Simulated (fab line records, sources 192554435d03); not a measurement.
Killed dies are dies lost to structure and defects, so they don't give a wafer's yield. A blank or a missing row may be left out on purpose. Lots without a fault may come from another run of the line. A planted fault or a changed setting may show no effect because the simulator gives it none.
fab line records | flow n5_finfet
record lots=24 wafers=72 last_day=17
route steps=1938 shown BEOL_M4@1058 BEOL_M5@1127
lots that met no fault: from a run of the same line without faults
start_h: hours from the record's first day to the start of the lot's first wafer shown | wait_h: hours since the lot's step before | " the same as in the row above | L1.1+2: a row that stands for several wafers | - no value, or no start given | * or withheld: withheld | < > ~ a bound
route shown NAME@n: a module of which the file shows steps, and the number in the route of the first | usual: mean/standard deviation of fault-free wafers | same: alike in all rows | chamber/n: place in a boat | sites: the reading at each site | _std_site: their standard deviation | _edge_site: outer sites' mean less inner sites' | radius_mm: how far each site lies from the wafer's centre | mask NAME#n: copy n | behind: the tool/chamber that last shaped the wafer | hold: why the lot was held/for how many hours/how that ended | device: the transistor (n, p or np) that didn't switch | end of line: the same wafers' tests at the end of the route | a step without rows: its recipe alone | killed: dies lost to structure and defects at the first sort, not the wafer's yield | map: a wafer's dies, x killed, . not, _ none there
set.NAME: the setting as run; set.NAME@STEP: as run at that earlier step | model.NAME: the simulator's own value behind a step, which no gauge read
steps of the route over a sample of lots; a table a step, a row a wafer
services: from which hour (start_h, from the record's first day; less than 0 if before it) a tool's chamber was out of use, for how many hours, and why
## steps
# step N5_BEOL_M4_INSPECT_30
# recipe mode=adi inspect_instrument=brightfield
# usual raw_defect_count=444/120
# columns lot.wafer tool chamber start_h wait_h raw_defect_count
L074.2 defect_inspect-01 - 154.49 0.0 334
L074.3 " - " " 306
L074.4 " - " " 312
L075.1 defect_inspect-02 - 167.25 0.1 357
L075.4 " - " " 253
L075.5 " - " " 290
L077.2 defect_inspect-01 - 168.16 0.0 536
L077.3 " - " " 506
L077.4 " - " " 346
L076.3 defect_inspect-01 - 176.69 0.0 488
L076.5 " - " " 522
L076.6 " - " " 733
L078.1 defect_inspect-01 - 184.56 0.1 657
L078.4 " - " " 492
L078.5 " - " " 317
L079.1 defect_inspect-02 - 186.68 0.1 532
L079.4 " - " " 403
L079.6 " - " " 466
L080.3 defect_inspect-02 - 191.17 0.0 437
L080.4 " - " " 459
L080.5 " - " " 530
L081.3 defect_inspect-02 - 205.07 0.0 461
L081.5 " - " " 547
L081.6 " - " " 495
L082.1 defect_inspect-01 - 211.33 0.1 317
L082.4 " - " " 291
L082.6 " - " " 295
L083.1 defect_inspect-02 - 215.28 0.1 596
L083.4 " - " " 696
L083.5 " - " " 1081
L084.1 defect_inspect-01 - 226.41 0.1 359
L084.2 " - " " 512
L084.6 " - " " 351
L085.3 defect_inspect-01 - 229.45 0.0 443
L085.5 " - " " 508
L085.6 " - " " 339
L086.1 defect_inspect-01 - 233.80 0.1 490
L086.5 " - " " 354
L086.6 " - " " 364
L088.2 defect_inspect-01 - 241.47 0.0 514
L088.5 " - " " 483
L088.6 " - " " 634
L089.1 defect_inspect-01 - 246.24 0.1 397
L089.4 " - " " 334
L089.6 " - " " 370
L087.1 defect_inspect-01 - 246.40 0.1 553
L087.2 " - " " 542
L087.3 " - " " 510
L090.2 defect_inspect-01 - 247.93 0.0 569
L090.3 " - " " 468
L090.6 " - " " 362
L091.1 defect_inspect-01 - 252.27 0.1 427
L091.2 " - " " 429
L091.3 " - " " 454
L093.1 defect_inspect-01 - 266.33 0.1 387
L093.5 " - " " 387
L093.6 " - " " 278
L092.2 defect_inspect-01 - 267.22 0.0 299
L092.4 " - " " 373
L092.5 " - " " 380
L094.1 defect_inspect-01 - 286.84 0.1 365
L094.3 " - " " 352
L094.4 " - " " 504
L095.2 defect_inspect-02 - 293.97 0.0 332
L095.4 " - " " 336
L095.5 " - " " 285
L096.1 defect_inspect-02 - 294.43 0.1 428
L096.3 " - " " 510
L096.6 " - " " 403
L097.3 defect_inspect-02 - 304.25 0.0 440
L097.4 " - " " 335
L097.6 " - " " 617
# step N5_BEOL_M4_DESCUM_33
# recipe chemistry=O2 time_s=7 source_power_w=50 bias_power_w=20 pressure_mtorr=20 rf_frequency_hz=2.712e+07 temp_c=40 resist=CAR-EUV o2_flow_sccm=225
# usual bias_power_w=20.00/0.06 drypump_motor_current_A=5.8/0.39 oes_product_au=0.82/0.081 rf_vpp_V=243.7/1.3 showerhead_plenum_p_Torr=2.13/0.065 throttle_valve_pct=20.25/0.25
# columns lot.wafer tool chamber start_h wait_h bias_power_w drypump_motor_current_A oes_product_au rf_hours_counter_h rf_vpp_V showerhead_plenum_p_Torr throttle_valve_pct
L074.2 rie_diel-04 2 154.52 0.0 19.93 5.9 0.81 85 243.8 2.12 20.60
L074.3 " 0 " " 19.93 5.4 0.88 44 243.5 2.13 20.32
L074.4 " 3 " " 20.08 5.6 1.01 0 244.8 2.14 20.00
L075.1 rie_diel-04 0 167.41 0.2 20.07 5.4 0.86 49 243.2 2.13 20.34
L075.4 " 3 " " 20.07 5.6 0.97 4 245.0 2.14 20.01
L075.5 " 1 " " 19.93 6.0 0.85 - 244.1 2.13 19.96
L077.2 rie_diel-05 0 168.20 0.0 19.91 5.1 0.92 12 245.3 2.23 20.38
L077.3 " 1 " " 20.08 5.7 0.75 134 244.7 2.18 20.19
L077.4 " 2 " " 19.98 5.8 0.93 19 243.6 2.14 19.80
L076.3 rie_diel-04 3 176.73 0.0 19.93 5.6 0.96 6 244.4 2.14 20.03
L076.5 " 3 " " 19.97 5.6 0.97 - 242.8 2.14 20.02
L076.6 " 0 " " 20.03 5.4 0.87 - 244.0 2.13 20.34
L078.1 rie_diel-05 1 184.60 0.0 20.01 5.7 0.74 139 245.1 2.18 20.18
L078.4 " 2 " " 20.05 5.8 0.92 23 244.1 2.14 19.82
L078.5 " 3 " " 19.98 5.9 0.66 - 242.4 2.06 20.59
L079.1 rie_diel-06 0 186.71 0.0 19.94 5.9 0.74 157 243.0 2.10 20.34
L079.4 " 3 " " 20.10 6.6 0.69 - 241.8 1.97 20.11
L079.6 " 0 " " 19.93 5.9 0.74 - 244.1 2.10 20.31
L080.3 rie_diel-06 3 191.20 0.0 20.06 6.6 0.68 239 243.4 1.97 20.11
L080.4 " 0 " " 20.02 5.9 0.74 159 242.1 2.10 20.33
L080.5 " 1 " " 19.94 6.4 0.85 - 245.2 2.21 20.34
L081.3 rie_diel-04 0 205.10 0.0 19.98 5.4 0.86 56 244.3 2.13 20.35
L081.5 " 0 " " 20.01 5.4 0.87 - 244.0 2.13 20.34
L081.6 " 1 " " 19.98 6.0 0.84 - 243.2 2.12 19.97
L082.1 rie_diel-05 1 211.36 0.0 20.00 5.7 0.74 148 245.6 2.18 20.23
L082.4 " 1 " " 19.99 5.7 0.74 - 244.1 2.18 20.20
L082.6 " 0 " " 19.94 5.1 0.88 - 247.3 2.23 20.40
L083.1 rie_diel-04 1 215.32 0.0 19.87 6.0 0.83 71 243.6 2.12 19.99
L083.4 " 0 " " 20.07 5.4 0.86 60 244.1 2.13 20.35
L083.5 " 0 " " 20.04 5.4 0.85 - 244.2 2.13 20.36
L084.1 rie_diel-06 0 226.45 0.0 20.03 5.9 0.72 170 243.3 2.09 20.32
L084.2 " 2 " " 20.01 5.6 0.75 170 242.9 2.00 20.46
L084.6 " 1 " " 20.02 6.4 0.85 - 245.4 2.21 20.37
L085.3 rie_diel-06 1 229.49 0.0 20.05 6.5 0.85 82 244.2 2.21 20.37
L085.5 " 2 " " 19.95 5.6 0.76 - 240.8 2.00 20.45
L085.6 " 0 " " 19.90 5.9 0.72 - 243.3 2.09 20.35
L086.1 rie_diel-05 2 233.83 0.0 20.03 5.8 0.89 43 243.0 2.13 19.87
L086.5 " 2 " " 20.13 5.8 0.89 - 243.3 2.13 19.86
L086.6 " 1 " " 19.98 5.6 0.74 - 244.3 2.17 20.21
L088.2 rie_diel-04 3 241.50 0.0 20.11 5.6 0.90 30 243.4 2.13 20.06
L088.5 " 3 " " 20.01 5.6 0.90 - 244.1 2.13 20.05
L088.6 " 0 " " 19.96 5.4 0.85 - 242.0 2.12 20.36
L089.1 rie_diel-06 2 246.27 0.0 19.97 5.6 0.74 178 242.8 1.99 20.47
L089.4 " 1 " " 19.93 6.4 0.83 - 246.4 2.21 20.38
L089.6 " 0 " " 19.98 5.9 0.72 - 244.4 2.09 20.35
L087.1 rie_diel-04 3 246.44 0.0 20.01 5.6 0.90 32 245.4 2.13 20.07
L087.2 " 0 " " 19.99 5.5 0.85 72 243.7 2.12 20.38
L087.3 " 1 " " 19.95 6.0 0.83 82 242.0 2.12 20.01
L090.2 rie_diel-04 0 247.96 0.0 19.88 5.4 0.83 72 243.1 2.12 20.38
L090.3 " 2 " " 20.04 5.9 0.79 116 242.7 2.11 20.64
L090.6 " 1 " " 19.95 6.0 0.82 - 244.1 2.12 20.02
L091.1 rie_diel-05 1 252.31 0.0 20.02 5.6 0.72 167 245.8 2.17 20.24
L091.2 " 0 " " 19.99 5.1 0.85 46 243.8 2.22 20.42
L091.3 " 2 " " 20.09 5.8 0.87 52 243.8 2.13 19.85
L093.1 rie_diel-05 2 266.57 0.2 20.07 5.8 0.86 58 243.2 2.13 19.86
L093.5 " 0 " " 20.00 5.1 0.83 - 245.4 2.22 20.44
L093.6 " 1 " " 19.94 5.6 0.71 - 244.9 2.17 20.24
L092.2 rie_diel-05 1 267.30 0.1 20.06 5.6 0.72 173 245.4 2.17 20.24
L092.4 " 0 " " 19.93 5.1 0.84 52 245.3 2.22 20.44
L092.5 " 2 " " 20.03 5.8 0.85 - 242.9 2.12 19.88
L094.1 rie_diel-04 0 286.88 0.0 20.06 5.4 0.82 88 242.6 2.12 20.39
L094.3 " 3 " " 20.16 5.5 0.87 47 244.2 2.13 20.10
L094.4 " 2 " " 19.94 5.9 0.77 130 243.5 2.10 20.66
L095.2 rie_diel-06 1 294.00 0.0 20.07 6.4 0.82 102 244.8 2.20 20.41
L095.4 " 1 " " 19.98 6.4 0.82 - 245.3 2.20 20.39
L095.5 " 0 " " 19.92 5.9 0.71 - 243.8 2.08 20.38
L096.1 rie_diel-06 0 294.53 0.1 20.06 5.9 0.71 195 242.6 2.09 20.37
L096.3 " 1 " " 19.97 6.4 0.81 102 245.1 2.20 20.39
L096.6 " 3 " " 20.09 6.6 0.94 - 244.3 2.22 19.73
L097.3 rie_diel-06 3 304.28 0.0 20.10 6.6 0.93 19 244.9 2.22 19.74
L097.4 " 0 " " 20.05 5.9 0.70 198 243.1 2.08 20.36
L097.6 " 0 " " 19.88 5.9 0.70 - 243.3 2.08 20.38
# step N5_BEOL_M4_SPUTTER_86
# recipe material=Cu target_thk_a=45 temp_c=-20 chamber_pressure_pa=0.07 power_w=withheld time_s=8.29
# usual chuck_sensor_temp_C=-15.8/0.39 throttle_valve_pct=30.3/0.97
# columns lot.wafer tool chamber start_h wait_h chuck_sensor_temp_C throttle_valve_pct
L074.2 pvd_sputter-01 - 160.64 0.1 -15.8 29.0
L074.3 " - " " -16.4 31.6
L074.4 " - " " -15.1 30.2
L075.1 pvd_sputter-01 - 179.34 0.1 -15.5 29.9
L075.4 " - " " -15.6 31.1
L075.5 " - " " -15.6 30.8
L077.2 pvd_sputter-01 - 181.26 0.1 -15.5 30.9
L077.3 " - " " -16.3 31.9
L077.4 " - " " -15.7 28.9
L076.3 pvd_sputter-03 - 183.92 0.1 -15.6 30.3
L076.5 " - " " -15.9 30.3
L076.6 " - " " -16.3 28.6
L078.1 pvd_sputter-03 - 186.84 0.1 -15.8 31.0
L078.4 " - " " -16.2 28.3
L078.5 " - " " -16.3 28.4
L079.1 pvd_sputter-01 - 190.53 0.1 -15.4 30.2
L079.4 " - " " -15.8 29.0
L079.6 " - " " -15.5 31.0
L080.3 pvd_sputter-02 - 202.55 0.1 -15.3 29.6
L080.4 " - " " -16.1 30.2
L080.5 " - " " -15.2 29.6
L081.3 pvd_sputter-01 - 212.04 0.1 -16.4 31.7
L081.5 " - " " -16.4 31.8
L081.6 " - " " -15.7 28.8
L082.1 pvd_sputter-02 - 215.57 0.1 -16.2 30.5
L082.4 " - " " -15.5 31.3
L082.6 " - " " -15.3 29.7
L083.1 pvd_sputter-02 - 220.04 0.1 -15.6 31.0
L083.4 " - " " -16.1 30.2
L083.5 " - " " -15.2 29.2
L085.3 pvd_sputter-02 - 235.55 0.1 -15.3 29.6
L085.5 " - " " -15.2 29.7
L085.6 " - " " -15.9 30.2
L084.1 pvd_sputter-01 - 242.58 0.1 -15.4 30.3
L084.2 " - " " -15.8 28.9
L084.6 " - " " -15.4 30.5
L086.1 pvd_sputter-02 - 244.12 0.1 -15.6 31.3
L086.5 " - " " -15.9 30.3
L086.6 " - " " -15.3 29.8
L088.2 pvd_sputter-03 - 247.59 0.1 -16.4 30.3
L088.5 " - " " -15.9 30.9
L088.6 " - " " -15.8 30.4
L087.1 pvd_sputter-01 - 258.35 0.1 -16.4 31.8
L087.2 " - " " -15.2 30.3
L087.3 " - " " -15.9 28.9
L089.1 pvd_sputter-03 - 258.57 0.1 -15.7 30.2
L089.4 " - " " -16.1 30.3
L089.6 " - " " -15.8 30.2
L090.2 pvd_sputter-02 - 263.23 0.1 -15.6 31.2
L090.3 " - " " -15.1 29.7
L090.6 " - " " -15.2 29.5
L091.1 pvd_sputter-01 - 263.29 0.1 -15.4 30.3
L091.2 " - " " -16.7 31.7
L091.3 " - " " -15.6 29.0
L093.1 pvd_sputter-03 - 272.79 0.1 -16.0 30.4
L093.5 " - " " -16.2 28.5
L093.6 " - " " -15.8 30.5
L092.2 pvd_sputter-03 - 281.19 0.1 -16.1 30.6
L092.4 " - " " -15.8 30.1
L092.5 " - " " -15.9 30.1
L094.1 pvd_sputter-01 - 294.20 0.1 -16.6 31.7
L094.3 " - " " -15.6 31.0
L094.4 " - " " -15.7 29.1
L095.2 pvd_sputter-01 - 298.42 0.1 -16.4 31.6
L095.4 " - " " -15.9 29.1
L095.5 " - " " -15.5 30.3
L096.1 pvd_sputter-03 - 305.72 0.1 -16.2 28.4
L096.3 " - " " -16.0 31.0
L096.6 " - " " -15.8 30.7
L097.3 pvd_sputter-01 - 310.88 0.1 -15.3 30.4
L097.4 " - " " -15.9 28.7
L097.6 " - " " -15.7 29.1
# step N5_BEOL_M4_DEP_57
# recipe material=SiCN target_thk_a=80 temp_c=withheld precursor=3MS/NH3 pressure_torr=3 rf_w=202 time_s=14
# usual showerhead_plenum_p_Torr=3.667/0.015 throttle_valve_pct=9.0/0.62
# columns lot.wafer tool chamber start_h wait_h showerhead_plenum_p_Torr throttle_valve_pct
L074.2 pecvd-04 1 162.73 0.0 3.664 8.1
L074.3 " 0 " " 3.675 8.8
L074.4 " 2 " " 3.672 9.5
L075.1 pecvd-02 1 181.42 0.0 3.669 10.0
L075.4 " 2 " " 3.683 8.4
L075.5 " 0 " " 3.636 10.2
L077.2 pecvd-04 1 183.44 0.0 3.663 8.3
L077.3 " 0 " " 3.671 9.0
L077.4 " 1 " " 3.668 8.3
L076.3 pecvd-04 1 186.06 0.0 3.675 8.2
L076.5 " 0 " " 3.685 8.7
L076.6 " 2 " " 3.672 9.3
L078.1 pecvd-03 0 188.95 0.0 3.675 8.5
L078.4 " 2 " " 3.680 8.6
L078.5 " 0 " " 3.682 8.6
L079.1 pecvd-03 0 192.61 0.0 3.684 8.5
L079.4 " 1 " " 3.686 9.0
L079.6 " 2 " " 3.685 8.5
L080.3 pecvd-02 1 204.65 0.0 3.650 9.7
L080.4 " 1 " " 3.648 9.7
L080.5 " 2 " " 3.675 8.4
L081.3 pecvd-02 2 214.12 0.0 3.674 8.3
L081.5 " 1 " " 3.670 9.8
L081.6 " 0 " " 3.643 10.1
L082.1 pecvd-02 0 217.65 0.0 3.632 9.8
L082.4 " 0 " " 3.633 10.0
L082.6 " 2 " " 3.676 8.3
L083.1 pecvd-04 0 222.36 0.0 3.689 8.9
L083.4 " 1 " " 3.670 8.3
L083.5 " 1 " " 3.668 8.3
L085.3 pecvd-02 0 238.24 0.0 3.628 10.1
L085.5 " 2 " " 3.673 8.6
L085.6 " 0 " " 3.636 10.0
L084.1 pecvd-02 1 244.66 0.0 3.661 9.8
L084.2 " 2 " " 3.678 8.3
L084.6 " 2 " " 3.672 8.4
L086.1 pecvd-04 2 246.20 0.0 3.668 8.5
L086.5 " 0 " " 3.684 8.8
L086.6 " 1 " " 3.663 8.0
L088.2 pecvd-02 2 249.68 0.0 3.675 8.3
L088.5 " 1 " " 3.657 9.5
L088.6 " 2 " " 3.669 8.4
L087.1 pecvd-03 2 260.43 0.0 3.671 8.8
L087.2 " 0 " " 3.688 8.8
L087.3 " 1 " " 3.686 8.8
L089.1 pecvd-02 2 260.66 0.0 3.674 8.2
L089.4 " 0 " " 3.637 9.8
L089.6 " 1 " " 3.662 9.4
L090.2 pecvd-02 0 265.32 0.0 3.641 10.1
L090.3 " 1 " " 3.660 9.7
L090.6 " 2 " " 3.679 8.7
L091.1 pecvd-03 0 265.54 0.0 3.684 8.6
L091.2 " 1 " " 3.682 8.6
L091.3 " 2 " " 3.674 8.7
L093.1 pecvd-04 0 275.99 0.0 3.679 8.8
L093.5 " 0 " " 3.679 8.7
L093.6 " 1 " " 3.670 8.3
L092.2 pecvd-02 2 283.33 0.0 3.682 8.4
L092.4 " 2 " " 3.676 8.3
L092.5 " 0 " " 3.644 10.1
L094.1 pecvd-03 1 296.80 0.0 3.682 9.0
L094.3 " 2 " " 3.669 8.6
L094.4 " 1 " " 3.685 9.0
L095.2 pecvd-04 2 300.50 0.0 3.669 8.8
L095.4 " 1 " " 3.671 8.5
L095.5 " 0 " " 3.671 9.0
L096.1 pecvd-04 2 308.19 0.0 3.666 8.5
L096.3 " 1 " " 3.681 8.7
L096.6 " 2 " " 3.670 8.4
L097.3 pecvd-04 1 313.05 0.0 3.676 8.3
L097.4 " 1 " " 3.673 8.3
L097.6 " 0 " " 3.682 8.9
# step N5_BEOL_M5_OVL_MEAS_12
# recipe points_per_wafer=522
# usual M5_OVL=0.2/0.56
# columns lot.wafer tool chamber start_h wait_h M5_OVL[nm]
L074.2 overlay-01 0 167.15 0.0 -0.1
L074.3 " 0 " " 0.7
L074.4 " 0 " " 0.4
L075.1 overlay-01 0 183.74 0.0 0.0
L075.4 " 0 " " 0.8
L075.5 " 0 " " 1.1
L077.2 overlay-02 0 185.78 0.0 0.0
L077.3 " 0 " " -0.2
L077.4 " 0 " " -0.5
L076.3 overlay-01 0 189.12 0.0 0.7
L076.5 " 0 " " 0.0
L076.6 " 0 " " -0.2
L078.1 overlay-02 0 192.95 0.0 0.9
L078.4 " 0 " " 1.1
L078.5 " 0 " " 0.7
L079.1 overlay-02 0 194.78 0.0 0.3
L079.4 " 0 " " 0.4
L079.6 " 0 " " -0.8
L080.3 overlay-01 0 208.64 0.0 -0.7
L080.4 " 0 " " -0.4
L080.5 " 0 " " -0.7
L081.3 overlay-01 0 217.87 0.0 1.0
L081.5 " 0 " " 0.3
L081.6 " 0 " " 0.0
L082.1 overlay-01 0 221.16 0.0 0.1
L082.4 " 0 " " 0.2
L082.6 " 0 " " 0.2
L083.1 overlay-01 0 225.12 0.0 -0.4
L083.4 " 0 " " -0.4
L083.5 " 0 " " -0.8
L085.3 overlay-02 0 240.58 0.0 0.2
L085.5 " 0 " " -0.1
L085.6 " 0 " " -0.5
L084.1 overlay-02 0 247.09 0.0 -0.3
L084.2 " 0 " " -0.3
L084.6 " 0 " " 0.7
L086.1 overlay-02 0 249.13 0.0 0.3
L086.5 " 0 " " 0.4
L086.6 " 0 " " -0.2
L088.2 overlay-01 0 252.31 0.0 0.0
L088.5 " 0 " " 0.9
L088.6 " 0 " " 0.3
L087.1 overlay-02 0 263.08 0.0 0.2
L087.2 " 0 " " 0.2
L087.3 " 0 " " 0.6
L089.1 overlay-01 0 264.96 0.0 1.2
L089.4 " 0 " " 0.1
L089.6 " 0 " " 0.9
L090.2 overlay-02 0 268.50 0.0 1.6
L090.3 " 0 " " 0.9
L090.6 " 0 " " 1.2
L091.1 overlay-01 0 268.54 0.0 1.1
L091.2 " 0 " " -0.2
L091.3 " 0 " " 1.4
L093.1 overlay-01 0 279.46 0.0 0.6
L093.5 " 0 " " 0.2
L093.6 " 0 " " 0.0
L092.2 overlay-02 0 286.18 0.0 0.4
L092.4 " 0 " " 0.0
L092.5 " 0 " " 1.2
L094.1 overlay-02 0 300.66 0.0 0.2
L094.3 " 0 " " 0.7
L094.4 " 0 " " 0.6
L095.2 overlay-02 0 302.87 0.0 0.6
L095.4 " 0 " " 0.6
L095.5 " 0 " " 0.0
L096.1 overlay-01 0 310.39 0.0 0.0
L096.3 " 0 " " -0.1
L096.6 " 0 " " -0.1
L097.3 overlay-02 0 317.92 0.0 -0.1
L097.4 " 0 " " -0.3
L097.6 " 0 " " -0.6
# step N5_BEOL_M5_CD_MEAS_18
# recipe pitch_nm=56 target_cd_nm=28
# usual cd_nm=28.0/0.33
# columns lot.wafer tool chamber start_h wait_h cd_nm
L074.2 cd_sem-02 - 167.66 0.1 27.2
L074.3 " - " " 27.9
L074.4 " - " " 27.7
L075.1 cd_sem-01 - 184.26 0.0 27.4
L075.4 " - " " 28.1
L075.5 " - " " 27.4
L077.2 cd_sem-02 - 186.44 0.1 28.0
L077.3 " - " " 27.6
L077.4 " - " " 28.1
L076.3 cd_sem-03 - 189.84 0.1 27.9
L076.5 " - " " 28.6
L076.6 " - " " 27.9
L078.1 cd_sem-01 - 193.47 0.0 27.9
L078.4 " - " " 28.2
L078.5 " - " " 27.8
L079.1 cd_sem-02 - 195.30 0.0 28.1
L079.4 " - " " 27.9
L079.6 " - " " 28.2
L080.3 cd_sem-01 - 209.15 0.1 28.0
L080.4 " - " " 27.7
L080.5 " - " " 27.6
L081.3 cd_sem-02 - 218.39 0.1 28.6
L081.5 " - " " 28.4
L081.6 " - " " 28.0
L082.1 cd_sem-01 - 221.83 0.0 28.2
L082.4 " - " " 27.9
L082.6 " - " " 28.1
L083.1 cd_sem-01 - 225.64 0.0 27.9
L083.4 " - " " 28.4
L083.5 " - " " 28.1
L085.3 cd_sem-03 - 241.10 0.1 27.6
L085.5 " - " " 27.6
L085.6 " - " " 27.4
L084.1 cd_sem-03 - 247.61 0.0 27.9
L084.2 " - " " 28.7
L084.6 " - " " 28.0
L086.1 cd_sem-01 - 250.07 0.0 28.5
L086.5 " - " " 28.2
L086.6 " - " " 27.9
L088.2 cd_sem-02 - 252.83 0.1 28.6
L088.5 " - " " 28.3
L088.6 " - " " 28.3
L087.1 cd_sem-01 - 263.60 0.0 28.5
L087.2 " - " " 28.0
L087.3 " - " " 28.0
L089.1 cd_sem-03 - 265.60 0.0 28.4
L089.4 " - " " 28.0
L089.6 " - " " 27.6
L090.2 cd_sem-02 - 269.04 0.1 27.6
L090.3 " - " " 27.7
L090.6 " - " " 27.9
L091.1 cd_sem-01 - 269.24 0.1 27.8
L091.2 " - " " 27.7
L091.3 " - " " 27.8
L093.1 cd_sem-01 - 280.08 0.0 28.4
L093.5 " - " " 28.5
L093.6 " - " " 27.7
L092.2 cd_sem-03 - 286.87 0.1 28.6
L092.4 " - " " 28.3
L092.5 " - " " 28.2
L094.1 cd_sem-02 - 301.30 0.0 28.1
L094.3 " - " " 28.6
L094.4 " - " " 28.6
L095.2 cd_sem-02 - 303.58 0.1 28.0
L095.4 " - " " 28.3
L095.5 " - " " 28.6
L096.1 cd_sem-01 - 310.91 0.0 28.2
L096.3 " - " " 27.9
L096.6 " - " " 28.0
L097.3 cd_sem-02 - 318.47 0.1 28.0
L097.4 " - " " 28.4
L097.6 " - " " 27.7
## services
# columns tool chamber start_h hours kind
rie_diel-05 2 132.80 6.0 repair
rie_diel-04 3 137.04 - clean
rie_diel-04 3 137.04 - consumable_replace:focus_ring
rie_diel-04 3 137.04 17.2 scheduled_down
rie_diel-04 3 137.04 17.2 vent_cycle
pvd_sputter-02 - 153.37 1.0 repair
pvd_sputter-03 - 169.70 3.3 repair
pecvd-02 - 189.03 6.0 pm
pecvd-03 0 199.89 3.5 repair
pecvd-04 2 202.38 - clean
pecvd-04 2 202.38 - consumable_replace:showerhead
pecvd-04 2 202.38 29.0 scheduled_down
pecvd-04 2 202.38 29.0 vent_cycle
rie_diel-06 3 228.27 - clean
rie_diel-06 3 228.27 - consumable_replace:focus_ring
rie_diel-06 3 228.27 - consumable_replace:showerhead
rie_diel-06 3 228.27 22.3 scheduled_down
rie_diel-06 3 228.27 22.3 vent_cycle
pecvd-03 - 268.76 0.7 repair
pecvd-03 - 270.53 0.7 repair
pecvd-03 2 273.06 3.7 repair
pecvd-02 2 273.24 6.8 repair
pvd_sputter-01 - 300.26 1.2 repair
pecvd-03 - 307.08 2.8 pm
## key
fault none
